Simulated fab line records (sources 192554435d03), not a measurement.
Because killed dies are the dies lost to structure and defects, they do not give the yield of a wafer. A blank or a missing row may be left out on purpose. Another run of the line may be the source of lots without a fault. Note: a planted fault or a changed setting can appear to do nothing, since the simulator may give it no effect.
Chamber matching ; flow n5 finfet ; 4 sister chambers for N5_BEOL_M5_ETCH_61 on rie diel-01
The step etches SiARC in CF4, target depth 15.6 nm, time 26 s. 8 wafers are shown with their chamber, then 8 later ones without.

== EACH WAFER AND ITS CHAMBER ==
wafer;chamber;drypump motor current A (A);showerhead plenum p Torr (Torr)
L076.1;0;6.1;2.10
L075.5;1;5.9;2.08
L085.3;0;6.1;2.10
L085.5;2;6.1;2.09
L087.1;1;5.8;2.07
L087.3;3;6.7;2.13
L087.4;2;6.0;2.08
L088.1;3;6.7;2.13

== WAFERS WITH NO CHAMBER GIVEN ==
wafer;drypump motor current A (A);showerhead plenum p Torr (Torr)
L088.4;5.8;2.07
L088.5;6.7;2.13
L089.3;6.7;2.13
L089.5;5.8;2.07
L089.6;6.1;2.09
L095.2;6.1;2.09
L095.3;6.6;2.12
L095.4;6.1;2.08

== CHAMBER TAKEN BY EACH ==
wafer;from the rows above;in truth
L088.4;1;1
L088.5;3;3
L089.3;3;3
L089.5;1;1
L089.6;can't be placed: 2 or 0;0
L095.2;can't be placed: 2 or 0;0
L095.3;3;3
L095.4;2;2
Correctly placed: 6 of 8. From these rows, 2 cannot be placed; in 2 the true chamber is one of the candidates. 0 placed wrongly.
How it was worked out, from the rows above alone: a wafer's distance from a chamber is the root of the sum, over the readings, of the square of ((its reading less the chamber's mean) divided by the reading's scatter). The wafer belongs to the nearest chamber; if the next one is less than 2 further off, it can't be placed. For every chamber, the mean is computed from those of its wafers that are shown. The scatter: the root of (the sum of the squares of (reading less its chamber's mean) over the shown wafers, divided by (wafers less chambers)).
